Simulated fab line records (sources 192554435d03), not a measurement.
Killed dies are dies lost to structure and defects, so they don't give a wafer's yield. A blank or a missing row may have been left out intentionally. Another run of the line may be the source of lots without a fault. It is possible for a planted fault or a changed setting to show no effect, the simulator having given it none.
Chamber matching || flow n5-finfet || N5_HKMG_FIN_ALD_74 on ald-hk-03 has 4 sister chambers
The step deposits La2O3, target thk 0.5 nm, pulse time 6 s, co reactant pulse time 1 s. 8 wafers are shown with their chamber, then 10 later ones without.

WAFERS PAIRED WITH THEIR CHAMBERS
{"wafer": "L079.1", "chamber": 2, "heater-power-w (W)": 373, "precursor-pulse-height-rel": 0.990}
{"wafer": "L082.1", "chamber": 1, "heater-power-w (W)": 383, "precursor-pulse-height-rel": 1.006}
{"wafer": "L082.3", "chamber": 0, "heater-power-w (W)": 338, "precursor-pulse-height-rel": 0.999}
{"wafer": "L087.1", "chamber": 3, "heater-power-w (W)": 317, "precursor-pulse-height-rel": 0.997}
{"wafer": "L087.2", "chamber": 1, "heater-power-w (W)": 384, "precursor-pulse-height-rel": 0.969}
{"wafer": "L087.3", "chamber": 0, "heater-power-w (W)": 349, "precursor-pulse-height-rel": 1.013}
{"wafer": "L087.4", "chamber": 2, "heater-power-w (W)": 384, "precursor-pulse-height-rel": 0.990}
{"wafer": "L087.5", "chamber": 3, "heater-power-w (W)": 313, "precursor-pulse-height-rel": 0.963}

WAFERS MISSING THEIR CHAMBER
{"wafer": "L087.6", "heater-power-w (W)": 346, "precursor-pulse-height-rel": 1.032}
{"wafer": "L090.1", "heater-power-w (W)": 315, "precursor-pulse-height-rel": 0.968}
{"wafer": "L090.2", "heater-power-w (W)": 379, "precursor-pulse-height-rel": 1.018}
{"wafer": "L090.3", "heater-power-w (W)": 372, "precursor-pulse-height-rel": 0.987}
{"wafer": "L091.3", "heater-power-w (W)": 344, "precursor-pulse-height-rel": 1.023}
{"wafer": "L091.4", "heater-power-w (W)": 323, "precursor-pulse-height-rel": 0.983}
{"wafer": "L091.6", "heater-power-w (W)": 312, "precursor-pulse-height-rel": 0.994}
{"wafer": "L092.4", "heater-power-w (W)": 317, "precursor-pulse-height-rel": 0.969}
{"wafer": "L092.5", "heater-power-w (W)": 312, "precursor-pulse-height-rel": 0.997}
{"wafer": "L092.6", "heater-power-w (W)": 354, "precursor-pulse-height-rel": 1.029}

WHICH CHAMBER EACH WENT THROUGH
{"wafer": "L087.6", "from the rows above": 0, "in truth": 0}
{"wafer": "L090.1", "from the rows above": 3, "in truth": 3}
{"wafer": "L090.2", "from the rows above": "can't be placed: 2 or 1", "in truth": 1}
{"wafer": "L090.3", "from the rows above": "can't be placed: 2 or 1", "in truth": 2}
{"wafer": "L091.3", "from the rows above": 0, "in truth": 0}
{"wafer": "L091.4", "from the rows above": 3, "in truth": 3}
{"wafer": "L091.6", "from the rows above": 3, "in truth": 3}
{"wafer": "L092.4", "from the rows above": 3, "in truth": 3}
{"wafer": "L092.5", "from the rows above": 3, "in truth": 3}
{"wafer": "L092.6", "from the rows above": 0, "in truth": 0}
Correctly placed: 8 of 10. Can't be placed from these rows: 2 (the true chamber is among the candidates in 2). Number placed wrongly: 0.
How it was worked out, from the rows above alone: a wafer's distance from a chamber is the root of the sum, over the readings, of the square of ((its reading less the chamber's mean) divided by the reading's scatter). If the next closest chamber is less than 2 further off than the closest, the wafer can't be placed; otherwise it belongs to the closest. The mean given for a chamber averages the wafers shown for that chamber. How the scatter is found: for the shown wafers, subtract from each reading the mean of its chamber, square and add these, divide the total by (wafers less chambers), then take the root.
